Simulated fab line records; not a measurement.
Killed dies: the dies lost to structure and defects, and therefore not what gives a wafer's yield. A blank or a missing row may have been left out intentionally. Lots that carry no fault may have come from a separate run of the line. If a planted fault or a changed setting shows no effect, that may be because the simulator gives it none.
Which tool did it?	flow n5Finfet	21 lots with 63 wafers sampled at 6 steps, on a route of 1938 steps

## WHAT EACH GAUGE READ, for each wafer
Not one reading of a measure or inspect step in the record can be checked against a usual standard deviation.

## WHICH TOOL RAN EACH LOT (tool, then ch and the chambers of the sampled wafers, then the start)
lot	N5_HKMG_FIN_STRIP_88	N5_HKMG_FIN_ETCH_67	N5_HKMG_FIN_STRIP_90	N5_HKMG_FIN_STRIP_69	N5_GATE_CUT_STRIP_42	N5_GATE_CUT_VAPOR_ETCH_48
L074	plasmaAsher-02 ch 0,1, day 4 04:04	rieDiel-05 ch 0,1,3, day 4 04:46	rieDiel-05 ch 0,1,3, day 4 04:50	plasmaAsher-02 ch 0,1, day 4 05:15	rieDiel-02 ch 0,1, day 4 10:50	rieMetal-02 ch 0,1, day 4 11:10
L075	plasmaAsher-02 ch 0,1, day 4 11:11	rieDiel-01 ch 0,3, day 4 11:54	rieDiel-01 ch 0,3, day 4 11:58	plasmaAsher-02 ch 0,1, day 4 12:23	rieDiel-06 ch 0,2,3, day 4 18:53	rieMetal-01 ch 1, day 4 19:33
L076	plasmaAsher-02 ch 0,1, day 4 17:20	rieDiel-01 ch 0,1,2, day 4 18:10	rieDiel-01 ch 0,1,2, day 4 18:14	plasmaAsher-02 ch 0,1, day 4 18:32	rieDiel-04 ch 0,2,3, day 5 00:14	rieMetal-03 ch 0,1, day 5 00:34
L077	plasmaAsher-02 ch 0,1, day 5 02:13	rieDiel-03 ch 0,2,3, day 5 03:01	rieDiel-03 ch 0,2,3, day 5 03:04	plasmaAsher-02 ch 0,1, day 5 03:41	rieDiel-02 ch 0,1,3, day 5 09:28	rieMetal-03 ch 0,1, day 5 09:48
L078	plasmaAsher-01 ch 0,1, day 5 03:34	rieDiel-05 ch 0,1,3, day 5 04:23	rieDiel-05 ch 0,1,3, day 5 04:27	plasmaAsher-02 ch 0,1, day 5 04:45	rieDiel-04 ch 0,1,3, day 5 10:56	rieMetal-03 ch 0,1, day 5 11:16
L080	plasmaAsher-01 ch 0,1, day 5 20:50	rieDiel-03 ch 0,2, day 5 21:40	rieDiel-03 ch 0,2, day 5 21:43	plasmaAsher-02 ch 0,1, day 5 22:01	rieDiel-04 ch 0,1,2, day 6 03:55	rieMetal-03 ch 0,1, day 6 04:14
L081	plasmaAsher-01 ch 0,1, day 5 23:31	rieDiel-03 ch 2,3, day 6 00:20	rieDiel-03 ch 2,3, day 6 00:24	plasmaAsher-01 ch 1, day 6 00:42	rieDiel-04 ch 1,2,3, day 6 06:19	rieMetal-03 ch 0,1, day 6 06:39
L082	plasmaAsher-02 ch 0,1, day 6 07:16	rieDiel-01 ch 0,1, day 6 08:07	rieDiel-01 ch 0,1, day 6 08:10	plasmaAsher-02 ch 0,1, day 6 08:28	rieDiel-04 ch 0,2, day 6 14:02	rieMetal-01 ch 0, day 6 14:22
L083	plasmaAsher-01 ch 0,1, day 6 09:16	rieDiel-03 ch 1,2,3, day 6 09:58	rieDiel-03 ch 1,2,3, day 6 10:02	plasmaAsher-01 ch 0,1, day 6 10:27	rieDiel-06 ch 0,1, day 6 16:22	rieMetal-02 ch 0,1, day 6 16:43
L085	plasmaAsher-01 ch 0,1, day 6 23:10	rieDiel-05 ch 0,2, day 7 00:11	rieDiel-05 ch 0,2, day 7 00:14	plasmaAsher-02 ch 0,1, day 7 00:36	rieDiel-04 ch 0,1, day 7 07:37	rieMetal-02 ch 0,1, day 7 07:56
L086	plasmaAsher-01 ch 0,1, day 7 06:19	rieDiel-01 ch 1,2, day 7 07:10	rieDiel-01 ch 1,2, day 7 07:13	plasmaAsher-02 ch 0,1, day 7 07:32	rieDiel-04 ch 0,1,3, day 7 14:32	rieMetal-02 ch 0,1, day 7 14:52
L087	plasmaAsher-02 ch 0,1, day 7 15:26	rieDiel-03 ch 1,2,3, day 7 16:21	rieDiel-03 ch 1,2,3, day 7 16:25	plasmaAsher-01 ch 0,1, day 7 16:52	rieDiel-02 ch 0,1, day 7 22:44	rieMetal-01 ch 0,1, day 7 23:04
L088	plasmaAsher-01 ch 0,1, day 7 17:49	rieDiel-05 ch 0,1, day 7 18:38	rieDiel-05 ch 0,1, day 7 18:41	plasmaAsher-02 ch 0,1, day 7 18:59	rieDiel-04 ch 0,1,2, day 8 01:16	rieMetal-01 ch 0,1, day 8 01:35
L090	plasmaAsher-01 ch 1, day 8 05:46	rieDiel-01 ch 0,1, day 8 06:35	rieDiel-01 ch 0,1, day 8 06:39	plasmaAsher-01 ch 0, day 8 06:57	rieDiel-04 ch 2,3, day 8 12:40	rieMetal-02 ch 0,1, day 8 13:00
L091	plasmaAsher-01 ch 0,1, day 8 11:49	rieDiel-05 ch 1,3, day 8 12:52	rieDiel-05 ch 1,3, day 8 12:56	plasmaAsher-01 ch 0,1, day 8 13:14	rieDiel-02 ch 0,3, day 8 19:21	rieMetal-03 ch 0,1, day 8 19:41
L092	plasmaAsher-01 ch 1, day 8 15:20	rieDiel-01 ch 0,3, day 8 16:09	rieDiel-01 ch 0,3, day 8 16:13	plasmaAsher-02 ch 0,1, day 8 16:31	rieDiel-06 ch 1,2, day 8 22:47	rieMetal-03 ch 0,1, day 8 23:07
L093	plasmaAsher-02 ch 0,1, day 9 00:34	rieDiel-05 ch 0,1,2, day 9 01:23	rieDiel-05 ch 0,1,2, day 9 01:27	plasmaAsher-01 ch 0,1, day 9 01:45	rieDiel-02 ch 0,1, day 9 07:26	rieMetal-02 ch 0,1, day 9 07:46
L094	plasmaAsher-01 ch 0,1, day 9 06:57	rieDiel-01 ch 0,2,3, day 9 07:39	rieDiel-01 ch 0,2,3, day 9 07:43	plasmaAsher-01 ch 0,1, day 9 08:08	rieDiel-04 ch 1,2,3, day 9 14:04	rieMetal-02 ch 0, day 9 14:35
L095	plasmaAsher-01 ch 0,1, day 9 13:57	rieDiel-03 ch 1,2, day 9 14:53	rieDiel-03 ch 1,2, day 9 14:56	plasmaAsher-01 ch 0,1, day 9 15:22	rieDiel-04 ch 0,3, day 9 21:33	rieMetal-02 ch 0, day 9 22:04
L096	plasmaAsher-01 ch 0,1, day 9 18:02	rieDiel-03 ch 0,1,2, day 9 18:51	rieDiel-03 ch 0,1,2, day 9 18:55	plasmaAsher-02 ch 0,1, day 9 19:13	rieDiel-02 ch 0,1,2, day 10 01:19	rieMetal-01 ch 0,1, day 10 01:38
L097	plasmaAsher-02 ch 0,1, day 10 01:38	rieDiel-05 ch 1,2, day 10 02:24	rieDiel-05 ch 1,2, day 10 02:28	plasmaAsher-02 ch 0,1, day 10 03:00	rieDiel-02 ch 2,3, day 10 08:46	rieMetal-03 ch 0,1, day 10 09:07
- N5_HKMG_FIN_STRIP_88: strips in N2/H2, time 360 s.
- N5_HKMG_FIN_ETCH_67: etches SOC in N2/H2, stops on TiN, target depth 388.9 nm.
- N5_HKMG_FIN_STRIP_90: strips SOC in N2/H2, time 20 s.
- N5_HKMG_FIN_STRIP_69: strips in N2/H2, time 360 s.
- N5_GATE_CUT_STRIP_42: strips in O2.
- N5_GATE_CUT_VAPOR_ETCH_48: etches TiN in BCl3/Cl2.

## WHAT THE TOOLS THEMSELVES READ (means of the sampled wafers that have a number; where no wafer has one, the mark that the record gives instead)
N5_HKMG_FIN_STRIP_88. Usual: drypumpMotorCurrentA 5.92 A, standard deviation 0.13; heaterPowerW 482 W, standard deviation 78; n2FlowSccm 1751 sccm, standard deviation 5.3.
lot	tool	drypumpMotorCurrentA (A)	heaterPowerW (W)	n2FlowSccm (sccm)	flag
L074	plasmaAsher-02	5.83	505	1749	
L075	plasmaAsher-02	5.85	520	1753	
L076	plasmaAsher-02	5.73	477	1748	
L077	plasmaAsher-02	5.73	469	1758	
L078	plasmaAsher-01	5.99	513	1752	
L080	plasmaAsher-01	5.98	448	1753	
L081	plasmaAsher-01	6.00	508	1753	
L082	plasmaAsher-02	5.87	512	1750	
L083	plasmaAsher-01	5.99	443	1749	
L085	plasmaAsher-01	6.00	504	1747	
L086	plasmaAsher-01	5.99	508	1748	
L087	plasmaAsher-02	5.73	476	1748	
L088	plasmaAsher-01	5.98	499	1747	
L090	plasmaAsher-01	5.93	387	1755	
L091	plasmaAsher-01	5.98	503	1749	
L092	plasmaAsher-01	5.94	392	1756	
L093	plasmaAsher-02	5.83	521	1759	
L094	plasmaAsher-01	5.98	449	1752	
L095	plasmaAsher-01	6.01	504	1749	
L096	plasmaAsher-01	5.98	508	1750	
L097	plasmaAsher-02	5.72	472	1752	

N5_HKMG_FIN_ETCH_67. Usual: value, then standard deviation, for each; biasW 61.02 W / 0.17; drypumpMotorCurrentA 5.6 A / 0.5; n2FlowSccm 199.9 sccm / 0.57; oesProductAu 0.75 a.u. / 0.086; rfVppV 240.7 V / 1.5; showerheadPlenumPTorr 2.54 Torr / 0.091; throttleValvePct 17.75 % / 0.28.
lot	tool	biasW (W)	drypumpMotorCurrentA (A)	n2FlowSccm (sccm)	oesProductAu (a.u.)	rfVppV (V)	showerheadPlenumPTorr (Torr)	throttleValvePct (%)	flag
L074	rieDiel-05	61.01	5.1	200.0	0.73	241.0	2.57	17.63	
L075	rieDiel-01	60.82	5.9	200.4	0.70	241.9	2.60	17.84	
L076	rieDiel-01	60.99	5.8	200.3	0.72	241.3	2.56	17.77	
L077	rieDiel-03	61.20	5.4	199.8	0.73	239.2	2.46	17.93	
L078	rieDiel-05	61.03	5.1	200.1	0.72	241.6	2.57	17.65	
L080	rieDiel-03	60.90	5.1	200.1	0.69	238.8	2.43	17.86	
L081	rieDiel-03	61.08	5.3	200.1	0.72	240.5	2.50	17.95	
L082	rieDiel-01	61.04	5.9	199.5	0.72	242.3	2.63	17.86	
L083	rieDiel-03	60.99	5.5	200.1	0.79	239.8	2.48	17.71	
L085	rieDiel-05	60.95	5.6	199.7	0.70	240.0	2.49	17.69	
L086	rieDiel-01	61.15	5.8	200.2	0.79	241.9	2.66	17.66	
L087	rieDiel-03	60.97	5.5	199.7	0.77	239.7	2.48	17.73	
L088	rieDiel-05	61.34	5.3	199.5	0.70	240.3	2.51	17.67	
L090	rieDiel-01	61.01	6.0	200.3	0.70	241.9	2.63	17.91	
L091	rieDiel-05	60.90	5.2	200.8	0.70	240.5	2.55	17.80	
L092	rieDiel-01	60.94	5.9	200.4	0.82	240.9	2.54	17.54	
L093	rieDiel-05	60.90	5.6	199.6	0.69	240.2	2.48	17.81	
L094	rieDiel-01	61.03	5.7	199.7	0.83	241.3	2.61	17.52	
L095	rieDiel-03	61.10	4.9	200.1	0.93	240.8	2.49	17.38	
L096	rieDiel-03	60.93	5.1	199.8	0.89	240.1	2.55	17.39	
L097	rieDiel-05	61.14	5.7	199.9	0.69	239.9	2.48	17.93	

N5_HKMG_FIN_STRIP_90. Usual: drypumpMotorCurrentA 5.6 A, standard deviation 0.5; n2FlowSccm 299.9 sccm, standard deviation 0.94; oesProductAu 0.76 a.u., standard deviation 0.092; rfVppV 54.2 V, standard deviation 0.87; showerheadPlenumPTorr 3.36 Torr, standard deviation 0.12; throttleValvePct 18.9 %, standard deviation 0.39.
lot	tool	drypumpMotorCurrentA (A)	n2FlowSccm (sccm)	oesProductAu (a.u.)	rfVppV (V)	showerheadPlenumPTorr (Torr)	throttleValvePct (%)	flag
L074	rieDiel-05	5.1	299.9	0.74	54.2	3.39	18.6	
L075	rieDiel-01	5.9	300.5	0.69	54.3	3.43	19.0	
L076	rieDiel-01	5.8	299.1	0.73	54.2	3.38	18.9	
L077	rieDiel-03	5.4	299.5	0.74	53.8	3.25	19.2	
L078	rieDiel-05	5.2	299.9	0.73	54.9	3.39	18.6	
L080	rieDiel-03	5.0	299.3	0.69	53.5	3.22	19.1	
L081	rieDiel-03	5.3	300.6	0.73	53.4	3.30	19.2	
L082	rieDiel-01	5.9	299.4	0.72	55.2	3.47	19.2	
L083	rieDiel-03	5.5	301.2	0.81	54.8	3.28	18.9	
L085	rieDiel-05	5.6	300.2	0.71	53.8	3.29	18.7	
L086	rieDiel-01	5.8	300.1	0.81	53.9	3.50	18.8	
L087	rieDiel-03	5.5	299.5	0.79	54.0	3.27	18.9	
L088	rieDiel-05	5.3	299.7	0.71	54.0	3.32	18.5	
L090	rieDiel-01	6.0	299.1	0.69	53.8	3.47	19.2	
L091	rieDiel-05	5.2	299.1	0.72	54.9	3.37	18.7	
L092	rieDiel-01	5.8	299.6	0.82	54.8	3.35	18.7	
L093	rieDiel-05	5.6	299.9	0.70	53.9	3.28	18.8	
L094	rieDiel-01	5.8	300.8	0.82	54.8	3.44	18.6	
L095	rieDiel-03	4.9	299.5	0.95	54.0	3.29	18.6	
L096	rieDiel-03	5.1	299.7	0.91	53.6	3.37	18.6	
L097	rieDiel-05	5.7	298.6	0.70	53.7	3.27	18.9	

N5_HKMG_FIN_STRIP_69. Usual: drypumpMotorCurrentA 5.86 A, standard deviation 0.16; heaterPowerW 487 W, standard deviation 72; n2FlowSccm 1751 sccm, standard deviation 5.3.
lot	tool	drypumpMotorCurrentA (A)	heaterPowerW (W)	n2FlowSccm (sccm)	flag
L074	plasmaAsher-02	5.76	470	1752	
L075	plasmaAsher-02	5.85	515	1748	
L076	plasmaAsher-02	5.84	513	1756	
L077	plasmaAsher-02	5.75	474	1748	
L078	plasmaAsher-02	5.75	466	1753	
L080	plasmaAsher-02	5.73	462	1746	
L081	plasmaAsher-01	5.95	397	1759	
L082	plasmaAsher-02	5.84	514	1750	
L083	plasmaAsher-01	5.97	449	1750	
L085	plasmaAsher-02	5.84	510	1750	
L086	plasmaAsher-02	5.85	516	1750	
L087	plasmaAsher-01	5.97	452	1745	
L088	plasmaAsher-02	5.82	510	1750	
L090	plasmaAsher-01	6.01	560	1749	
L091	plasmaAsher-01	5.97	452	1752	
L092	plasmaAsher-02	5.85	513	1743	
L093	plasmaAsher-01	5.99	505	1751	
L094	plasmaAsher-01	5.99	509	1755	
L095	plasmaAsher-01	6.00	507	1750	
L096	plasmaAsher-02	5.74	466	1749	
L097	plasmaAsher-02	5.85	515	1754	

N5_GATE_CUT_STRIP_42. Usual: drypumpMotorCurrentA 5.8 A, standard deviation 0.54; oesProductAu 0.76 a.u., standard deviation 0.075; rfVppV 3.6 V, standard deviation 0.53; showerheadPlenumPTorr 2.11 Torr, standard deviation 0.073; throttleValvePct 16.59 %, standard deviation 0.22.
lot	tool	drypumpMotorCurrentA (A)	oesProductAu (a.u.)	rfVppV (V)	showerheadPlenumPTorr (Torr)	throttleValvePct (%)	flag
L074	rieDiel-02	5.5	0.71	3.5	2.16	16.55	
L075	rieDiel-06	5.8	0.82	3.3	2.09	16.72	
L076	rieDiel-04	5.3	0.74	4.4	2.12	16.65	
L077	rieDiel-02	6.0	0.71	3.7	2.13	16.58	
L078	rieDiel-04	5.8	0.74	3.8	2.11	16.52	
L080	rieDiel-04	5.5	0.75	3.8	2.17	16.53	
L081	rieDiel-04	5.6	0.72	3.7	2.11	16.58	
L082	rieDiel-04	5.0	0.74	3.7	2.18	16.66	
L083	rieDiel-06	5.7	0.78	3.9	2.17	16.71	
L085	rieDiel-04	5.6	0.75	3.1	2.16	16.52	
L086	rieDiel-04	5.8	0.72	3.9	2.10	16.56	
L087	rieDiel-02	6.0	0.88	3.3	2.16	16.37	
L088	rieDiel-04	5.5	0.74	3.7	2.17	16.56	
L090	rieDiel-04	5.2	0.71	3.3	2.11	16.73	
L091	rieDiel-02	6.5	0.79	4.0	2.08	16.46	
L092	rieDiel-06	5.9	0.86	3.7	2.05	16.45	
L093	rieDiel-02	6.0	0.87	3.9	2.16	16.40	
L094	rieDiel-04	5.7	0.70	3.7	2.10	16.61	
L095	rieDiel-04	5.5	0.72	3.5	2.10	16.70	
L096	rieDiel-02	5.9	0.78	4.0	2.11	16.58	
L097	rieDiel-02	6.4	0.72	3.8	2.03	16.77	

N5_GATE_CUT_VAPOR_ETCH_48. Usual: drypumpMotorCurrentA 5.5 A, standard deviation 0.33; heBacksideLeakSccm 3.4 sccm, standard deviation 0.31; oesProductAu 0.75 a.u., standard deviation 0.14.
lot	tool	drypumpMotorCurrentA (A)	heBacksideLeakSccm (sccm)	oesProductAu (a.u.)	flag
L074	rieMetal-02	5.3	3.2	0.62	
L075	rieMetal-01	5.6	3.6	1.01	
L076	rieMetal-03	5.8	3.3	0.80	
L077	rieMetal-03	5.8	3.5	0.77	
L078	rieMetal-03	5.7	3.4	0.77	
L080	rieMetal-03	5.8	3.4	0.79	
L081	rieMetal-03	5.8	3.5	0.76	
L082	rieMetal-01	5.5	3.4	0.95	
L083	rieMetal-02	5.1	3.2	0.62	
L085	rieMetal-02	5.3	3.4	0.62	
L086	rieMetal-02	5.2	3.3	0.62	
L087	rieMetal-01	5.6	3.3	0.95	
L088	rieMetal-01	5.5	3.4	0.94	
L090	rieMetal-02	5.1	3.3	0.61	
L091	rieMetal-03	5.7	3.4	0.74	
L092	rieMetal-03	5.8	3.4	0.75	
L093	rieMetal-02	5.3	3.2	0.60	
L094	rieMetal-02	4.9	3.3	0.61	
L095	rieMetal-02	4.9	3.2	0.61	
L096	rieMetal-01	5.5	3.2	0.90	
L097	rieMetal-03	5.8	3.3	0.76	

## THE ANSWER, worked out from the rows above alone
Rule: a lot is off if the mean of its wafers that have a number lies more than 3 standard deviations from the usual mean. A lot without any number at a reading at which 4 lots or more have one is off too. Where the step has rows for the other lots, those lots are counted as sound. First the gauges in route order, then the tools' own readings, where a lot's mean is used as printed above. The first step at which some lot is off is used, and at that step the reading that is off furthest; a lot without a number counts as furthest.
No lot is off at any reading shown: from this, nothing can be told.

## WHAT THE SIMULATOR HAD PUT IN
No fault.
